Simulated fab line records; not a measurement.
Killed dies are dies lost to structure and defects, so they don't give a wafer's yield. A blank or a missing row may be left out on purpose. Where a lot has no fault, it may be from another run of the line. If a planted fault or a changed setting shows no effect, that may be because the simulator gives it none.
Which of the tools did it? | flow nand-harc | 12 lots (35 wafers sampled), 1 step of a 1302-step route

== WHAT THE GAUGES READ, wafer by wafer ==
NHARC_P_M0_OVL_MEAS_10: pitch 180 nm.
lot  | measured     | on         | overlay-x-nm (nm) | overlay-y-nm (nm)
L307 | day 6 10:57  | overlay-01 | -0.3 0.2 -0.1     | 0.0 0.6 0.1
L310 | day 7 07:34  | overlay-02 | 0.8 0.8 0.4       | -0.2 -0.5 -0.3
L312 | day 8 07:59  | overlay-01 | -0.2 -0.6 -0.3    | 0.2 0.4 0.4
L313 | day 8 08:47  | overlay-01 | 1.1 0.7 0.7       | 0.0 -0.3 0.6
L314 | day 8 20:59  | overlay-02 | 0.1 -0.4 0.1      | -1.3 -1.0 -1.5
L318 | day 10 14:59 | overlay-01 | -0.1 0.2 0.4      | 1.0 0.7 0.8
L322 | day 12 05:30 | overlay-01 | -0.4 -0.1 0.4     | -0.5 -0.3 -0.4
L323 | day 12 17:55 | overlay-01 | 0.8 0.4           | 0.9 1.1
L324 | day 13 02:59 | overlay-02 | -1.0 -0.7 -0.7    | -0.6 -0.2 -0.2
L328 | day 14 14:39 | overlay-02 | -0.7 -0.4 -0.9    | -0.4 -0.5 -0.3
L329 | day 15 11:43 | overlay-02 | 0.0 -0.4 0.3      | -0.3 -0.4 0.1
L330 | day 15 19:38 | overlay-02 | 0.6 -0.2 -0.3     | -0.4 -0.8 -0.6

== EACH LOT AND THE TOOL THAT RAN IT (in order: tool; ch and the chambers of the sampled wafers; start) ==
Before these readings, the record contains no process step.

== WHAT THE TOOLS THEMSELVES READ (means of the sampled wafers that have a number; where no wafer has one, the mark that the record gives instead) ==
The record holds no such reading with a usual standard deviation.

== THE ANSWER, worked out from the rows above alone ==
Rule: what is usual is taken from the lots themselves. The widest of any qualifying gaps counts: lots, ordered by their means at a reading, are off when they make up no more than a third of the lots, leave a main group of 4 or more, and stand apart from it by 3 or more times the standard deviation of that group's means. Not used: any main group whose means are identical at the precision the tables above print for the reading. A lot without any number at a reading at which 4 lots or more have one is off too. Any other lot the step has rows for is counted as sound. The gauges are gone through in route order, then the tools' own readings, and for those a lot's mean is taken as printed above. The first step at which some lot is off is used, and at that step the reading that is off furthest; a lot without a number counts as furthest.
Nothing can be told from this: no lot is off at any reading shown.

== WHAT THE SIMULATOR HAD PUT IN ==
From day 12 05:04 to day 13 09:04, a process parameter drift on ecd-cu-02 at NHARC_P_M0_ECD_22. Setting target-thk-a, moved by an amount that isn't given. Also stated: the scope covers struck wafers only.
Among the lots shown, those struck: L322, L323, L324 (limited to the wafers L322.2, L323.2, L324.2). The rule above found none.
